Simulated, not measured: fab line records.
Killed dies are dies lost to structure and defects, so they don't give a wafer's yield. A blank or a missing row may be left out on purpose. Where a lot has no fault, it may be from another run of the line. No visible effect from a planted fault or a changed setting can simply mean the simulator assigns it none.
Split-lot experiment	flow n5 finfet	route with 1938 steps; 7 lots, 21 wafers read

SPLIT DETAILS
At N5_DUMMY_GATE_COAT_28 (time 60 s, resist thk 10 nm), the setting spin rpm was moved away from the recipe's 1500 rpm on 9 of the 21 wafers read, by -11.1% to +6.8%. This setting was run at the recipe's value on the other wafers.

The split's own step is where the reading is taken.

THE READING
underlayer_of_DUMMY_GATE_COAT_28.thk nm (the simulator's own value, which no gauge read), in nm, at N5_DUMMY_GATE_COAT_28 (time 60 s, resist thk 10 nm). The file does not state a usual value for it.

wafer	tool, chamber at the split	spin rpm as run, rpm	against the recipe	underlayer_of_DUMMY_GATE_COAT_28.thk nm, nm	against lot-mates on the recipe
L076.2	litho track-05, 0	1500	recipe	10	-
L076.5	litho track-05, 0	1385	-7.7%	10.4	+0.4
L076.6	litho track-05, 0	1385	-7.7%	10.4	+0.4
L079.1	litho track-05, 0	1333	-11.1%	10.6	+0.6
L079.3	litho track-05, 0	1333	-11.1%	10.6	+0.6
L079.2	litho track-05, 0	1500	recipe	10	-
L080.1	litho track-04, 0	1500	recipe	10	-
L080.3	litho track-04, 0	1500	recipe	10	-
L080.6	litho track-04, 0	1353	-9.8%	10.4	+0.4
L083.4	litho track-05, 0	1549	+3.3%	9.8	no lot-mate on the recipe
L083.5	litho track-05, 0	1549	+3.3%	9.8	no lot-mate on the recipe
L083.6	litho track-05, 0	1549	+3.3%	9.8	no lot-mate on the recipe
L086.2	litho track-04, 0	1500	recipe	10	-
L086.3	litho track-04, 0	1500	recipe	10	-
L086.4	litho track-04, 0	1602	+6.8%	9.6	-0.4
L091.1	litho track-05, 0	1500	recipe	10	-
L091.2	litho track-05, 0	1500	recipe	10	-
L091.3	litho track-05, 0	1500	recipe	10	-
L092.3	litho track-05, 0	1500	recipe	10	-
L092.4	litho track-05, 0	1500	recipe	10	-
L092.5	litho track-05, 0	1500	recipe	10	-

THE FIT
A straight line over all 21 wafers: underlayer_of_DUMMY_GATE_COAT_28.thk nm changes by -0.0527 nm for each +1% of spin rpm; r = -0.99; the points scatter about the line by 0.029 nm.
The same after taking each lot's own level away (the mean of its wafers on the recipe; 18 wafers): -0.052 nm for each +1%; r = -0.99; scatter 0.03 nm.
On that fit, the largest move of spin rpm shifts the reading by 0.58 nm.
The lots' own levels span 10.00 to 10.00 nm.
So the lot-to-lot level changes the slope little: the two slopes agree.
Check: for one of the wafers moved furthest among these (-11.1%), held out of the fit, the line's prediction against its lot-mates is +0.563 nm. It came out at +0.6 nm against them.

OTHER SPLITS APPLIED TO THESE WAFERS
Other splits were also applied to these wafers ahead of the reading. Each is held against what the fit with the lots' levels taken away leaves over:
other split on the same wafers	wafers away from the commonest value	r with underlayer_of_DUMMY_GATE_COAT_28.thk nm (lot level and that fit taken away)
N5_ZERO_LAYER_EXPOSE_08 dose mj	6	-0.16
N5_ZERO_LAYER_DEVELOP_10 develop time s	7	-0.08
N5_FIN_SAQP_SPACER1_ALD_24 ald cycles	5	+0.01
N5_FIN_SAQP_COAT_68 spin rpm	8	-0.54
N5_FIN_CUT_COAT_29 spin rpm	6	-0.26
N5_DUMMY_GATE_PECVD_30 time s	2	+0.14

THE FILE'S OWN FIT
underlayer_of_DUMMY_GATE_COAT_28.thk nm changes by -0.0504 nm for each +1% of spin rpm, r = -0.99.
